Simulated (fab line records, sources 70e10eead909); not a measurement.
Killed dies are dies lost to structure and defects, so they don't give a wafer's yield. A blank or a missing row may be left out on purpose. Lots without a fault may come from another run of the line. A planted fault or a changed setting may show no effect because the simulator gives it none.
fab line records | flow nand_harc
record lots=15 wafers=45 last_day=24
route steps=1159 shown A_CONTACT@872
lots that met no fault: from a run of the same line without faults
start_h: hours from the record's first day to the start of the lot's first wafer shown | wait_h: hours since the lot's step before | " the same as in the row above | L1.1+2: a row that stands for several wafers | - no value, or no start given | * or withheld: withheld | < > ~ a bound
route shown NAME@n: a module of which the file shows steps, and the number in the route of the first | usual: mean/standard deviation of fault-free wafers | same: alike in all rows | chamber/n: place in a boat | sites: the reading at each site | _std_site: their standard deviation | _edge_site: outer sites' mean less inner sites' | radius_mm: how far each site lies from the wafer's centre | mask NAME#n: copy n | behind: the tool/chamber that last shaped the wafer | hold: why the lot was held/for how many hours/how that ended | device: the transistor (n, p or np) that didn't switch | end of line: the same wafers' tests at the end of the route | a step without rows: its recipe alone | killed: dies lost to structure and defects at the first sort, not the wafer's yield | map: a wafer's dies, x killed, . not, _ none there
set.NAME: the setting as run; set.NAME@STEP: as run at that earlier step | model.NAME: the simulator's own value behind a step, which no gauge read
steps of the route over a sample of lots; a table a step, a row a wafer
services: from which hour (start_h, from the record's first day; less than 0 if before it) a tool's chamber was out of use, for how many hours, and why
## steps
# step NHARC_A_CONTACT_ETCH_121
# recipe source_w=withheld pressure_mtorr=20 bias_v=3000 time_s=94 target_depth_a=9220 ar_flow_sccm=withheld c4f8_flow_sccm=withheld o2_flow_sccm=withheld chemistry=C4F8/O2/Ar
# same time_s=94
# columns lot.wafer tool chamber start_h wait_h rf_hours_counter_h
L289.4 har_cap_etch-03 1 375.76 0.1 -
L289.6 " 1 " " -
L289.5 " 0 " " -
L286.2 har_cap_etch-01 1 379.76 0.1 59
L286.1 " 0 " " 59
L286.4 " 0 " " -
L287.1 har_cap_etch-02 1 382.21 0.1 11
L287.4 " 1 " " -
L287.6 " 1 " " -
L291.3 har_cap_etch-01 0 383.68 0.1 -
L291.4 " 1 " " -
L291.5 " 0 " " -
L288.1 har_cap_etch-01 1 386.65 0.1 61
L288.4 " 0 " " -
L288.6 " 0 " " -
L290.2 har_cap_etch-03 1 389.03 0.1 85
L290.4 " 1 " " -
L290.6 " 1 " " -
L292.3 har_cap_etch-03 1 398.86 0.1 -
L292.4 " 0 " " -
L292.6 " 0 " " -
L295.3 har_cap_etch-03 1 411.09 0.1 -
L295.4 " 0 " " -
L295.5 " 1 " " -
L294.1 har_cap_etch-01 1 416.15 0.1 68
L294.5 " 1 " " -
L294.6 " 0 " " -
L297.2 har_cap_etch-01 1 427.73 0.1 71
L297.4 " 0 " " -
L297.6 " 1 " " -
L296.1 har_cap_etch-03 0 428.04 0.1 95
L296.4 " 0 " " -
L296.5 " 0 " " -
L308.4 har_cap_etch-03 0 499.38 0.1 -
L308.3 " 1 " " -
L308.5 " 0 " " -
L306.2 har_cap_etch-02 1 500.69 0.1 29
L306.3 " 0 " " -
L306.4 " 1 " " -
L307.4 har_cap_etch-01 1 503.92 0.1 -
L307.3 " 0 " " -
L307.6 " 0 " " -
L309.3 har_cap_etch-03 1 505.81 0.1 -
L309.6 " 1 " " -
L309.5 " 0 " " -
# step NHARC_A_CONTACT_ETCH_122
# recipe source_w=withheld pressure_mtorr=20 bias_v=3000 time_s=95 target_depth_a=9300 ar_flow_sccm=withheld c4f8_flow_sccm=withheld o2_flow_sccm=withheld chemistry=C4F8/O2/Ar
# same time_s=95
# columns lot.wafer tool chamber start_h wait_h rf_hours_counter_h
L289.4 har_cap_etch-03 1 375.85 0.1 -
L289.6 " 1 " " -
L289.5 " 0 " " -
L286.2 har_cap_etch-01 1 379.85 0.1 59
L286.1 " 0 " " 59
L286.4 " 0 " " -
L287.1 har_cap_etch-02 1 382.30 0.1 11
L287.4 " 1 " " -
L287.6 " 1 " " -
L291.3 har_cap_etch-01 0 383.78 0.1 -
L291.4 " 1 " " -
L291.5 " 0 " " -
L288.1 har_cap_etch-01 1 386.74 0.1 61
L288.4 " 0 " " -
L288.6 " 0 " " -
L290.2 har_cap_etch-03 1 389.13 0.1 85
L290.4 " 1 " " -
L290.6 " 1 " " -
L292.3 har_cap_etch-03 1 398.95 0.1 -
L292.4 " 0 " " -
L292.6 " 0 " " -
L295.3 har_cap_etch-03 1 411.18 0.1 -
L295.4 " 0 " " -
L295.5 " 1 " " -
L294.1 har_cap_etch-01 1 416.24 0.1 68
L294.5 " 1 " " -
L294.6 " 0 " " -
L297.2 har_cap_etch-01 1 427.82 0.1 71
L297.4 " 0 " " -
L297.6 " 1 " " -
L296.1 har_cap_etch-03 0 428.13 0.1 95
L296.4 " 0 " " -
L296.5 " 0 " " -
L308.4 har_cap_etch-03 0 499.47 0.1 -
L308.3 " 1 " " -
L308.5 " 0 " " -
L306.2 har_cap_etch-02 1 500.78 0.1 29
L306.3 " 0 " " -
L306.4 " 1 " " -
L307.4 har_cap_etch-01 1 504.01 0.1 -
L307.3 " 0 " " -
L307.6 " 0 " " -
L309.3 har_cap_etch-03 1 505.90 0.1 -
L309.6 " 1 " " -
L309.5 " 0 " " -
# step NHARC_A_CONTACT_DEVELOP_68
# recipe develop_time_s=35 dev_temp_c=23
# usual chill_plate_temp_C=23.01/0.11 develop_time_s=35/0
# columns lot.wafer tool chamber start_h wait_h chill_plate_temp_C develop_time_s
L289.4 litho_track-06 0 382 - 23.13 35
L289.5 " 0 " " 23.12 35
L289.6 " 0 " " 23.16 35
L286.1 litho_track-01 0 388 - 22.97 35
L286.2 " 0 " " 22.80 35
L286.4 " 0 " " 23.00 35
L287.1 litho_track-01 0 389 - 23.20 35
L287.4 " 0 " " 22.98 35
L287.6 " 0 " " 23.12 35
L291.3 litho_track-04 0 389 - 22.92 35
L291.4 " 0 " " 22.99 35
L291.5 " 0 " " 23.00 35
L288.1 litho_track-04 0 391 - 22.95 35
L288.4 " 0 " " 22.99 35
L288.6 " 0 " " 23.01 35
L290.2 litho_track-04 0 393 - 22.99 35
L290.4 " 0 " " 23.02 35
L290.6 " 0 " " 22.90 35
L292.3 litho_track-06 0 403 - 23.24 35
L292.4 " 0 " " 23.26 35
L292.6 " 0 " " 23.24 35
L295.3 litho_track-04 0 415 - 22.93 35
L295.4 " 0 " " 22.83 35
L295.5 " 0 " " 22.90 35
L294.1 litho_track-06 0 420 - 22.87 35
L294.5 " 0 " " 23.01 35
L294.6 " 0 " " 22.92 35
L297.2 litho_track-01 0 432 - 22.95 35
L297.4 " 0 " " 22.92 35
L297.6 " 0 " " 22.88 35
L296.1 litho_track-01 0 433 - 23.08 35
L296.4 " 0 " " 23.00 35
L296.5 " 0 " " 22.95 35
L308.3 litho_track-06 - 503 - - -
L308.4 " - " " - -
L308.5 " - " " - -
L306.2 litho_track-04 - 505 - - -
L306.3 " - " " - -
L306.4 " - " " - -
L307.3 litho_track-04 - 508 - - -
L307.4 " - " " - -
L307.6 " - " " - -
L309.3 litho_track-04 0 510 - 22.82 35
L309.5 " 0 " " 22.88 35
L309.6 " 0 " " 22.93 35
# step NHARC_A_CONTACT_OVL_MEAS_70
# usual overlay_x_nm=-0.2/0.7 overlay_y_nm=0.1/0.76
# columns lot.wafer tool chamber start_h wait_h overlay_x_nm overlay_y_nm
L289.4 overlay-02 - 382.96 - -1.1 0.0
L289.5 " - " " -0.4 -0.3
L289.6 " - " " -0.9 0.1
L286.1 overlay-02 - 388.56 - -1.5 0.6
L286.2 " - " " -0.9 0.6
L286.4 " - " " -1.1 0.0
L287.1 overlay-01 - 389.55 - -1.4 0.6
L287.4 " - " " -1.4 0.2
L287.6 " - " " -0.7 0.3
L291.3 overlay-01 - 390.10 - 0.2 -0.1
L291.4 " - " " -0.5 0.8
L291.5 " - " " -0.6 1.2
L288.1 overlay-02 - 392.04 - -1.7 -0.1
L288.4 " - " " -1.1 -0.1
L288.6 " - " " -1.8 0.0
L290.2 overlay-02 - 393.82 - 1.1 -1.0
L290.4 " - " " 0.5 -1.0
L290.6 " - " " 0.5 -1.5
L292.3 overlay-01 - 403.86 - 0.0 0.4
L292.4 " - " " -0.2 0.2
L292.6 " - " " 0.1 0.0
L295.3 overlay-01 - 416.10 - 0.1 0.5
L295.4 " - " " -0.3 0.4
L295.5 " - " " 0.1 -0.1
L294.1 overlay-01 - 420.74 - 0.1 0.2
L294.5 " - " " 0.1 -0.3
L294.6 " - " " -0.5 0.5
L297.2 overlay-02 - 432.22 - 0.5 0.9
L297.4 " - " " -0.3 1.1
L297.6 " - " " 0.2 0.8
L296.1 overlay-02 - 434.04 - 0.4 -0.1
L296.4 " - " " 0.7 0.2
L296.5 " - " " 0.8 -0.4
L308.3 overlay-02 - 503.75 - - -
L308.4 " - " " - -
L308.5 " - " " - -
L306.2 overlay-02 - 505.62 - - -
L306.3 " - " " - -
L306.4 " - " " - -
L307.3 overlay-02 - 508.27 - - -
L307.4 " - " " - -
L307.6 " - " " - -
L309.3 overlay-01 - 510.36 - -0.7 0.3
L309.5 " - " " -0.4 0.3
L309.6 " - " " -1.1 -0.2
## services
# columns tool chamber start_h hours kind
litho_track-01 - 376.45 - consumable_replace:filter
har_cap_etch-02 - 414.57 2.5 repair
litho_track-06 - 440.64 - consumable_replace:filter
litho_track-01 - 443.00 7.0 pm
litho_track-06 - 467.00 7.0 pm
har_cap_etch-01 - 481.55 1.8 repair
litho_track-04 - 491.00 7.0 pm
## key
first_sign step=NHARC_A_CONTACT_DEVELOP_68 reading=tool_record direction=missing
effect none on later readings
met_at NHARC_A_CONTACT_DEVELOP_68
struck_lots L306,L307,L308
later_rows_left_out L306.2,L306.3,L306.4,L307.3,L307.4,L307.6,L308.3,L308.4,L308.5
sort_left_out L306.2,L306.3,L306.4,L307.3,L307.4,L307.6,L308.3,L308.4,L308.5
tester_left_out L306,L307,L308
not_acting_at NHARC_A_CONTACT_ETCH_121,NHARC_A_CONTACT_ETCH_122,NHARC_A_CONTACT_OVL_MEAS_70
onset_between 420 503
fault kind=skipped_step_whole tool=litho_track-04,litho_track-06 chamber=- onset_h=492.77 steps=NHARC_A_CONTACT_DEVELOP_68 scope=struck_lots_only
# tester_left_out: of these lots the tester's yield and bins aren't shown, on N5 and GAA mostly nor the transistor test; their killed dies are dies lost to structure and defects alone, not to doping, threshold or leakage, so they don't give the yield
# sort_left_out: the simulated sort isn't trusted on such a fault, so these wafers' sort isn't shown, and their yield isn't known
# later_rows_left_out: the simulator's readings of these wafers behind a module that went badly wrong aren't trusted and aren't shown, but for the sort
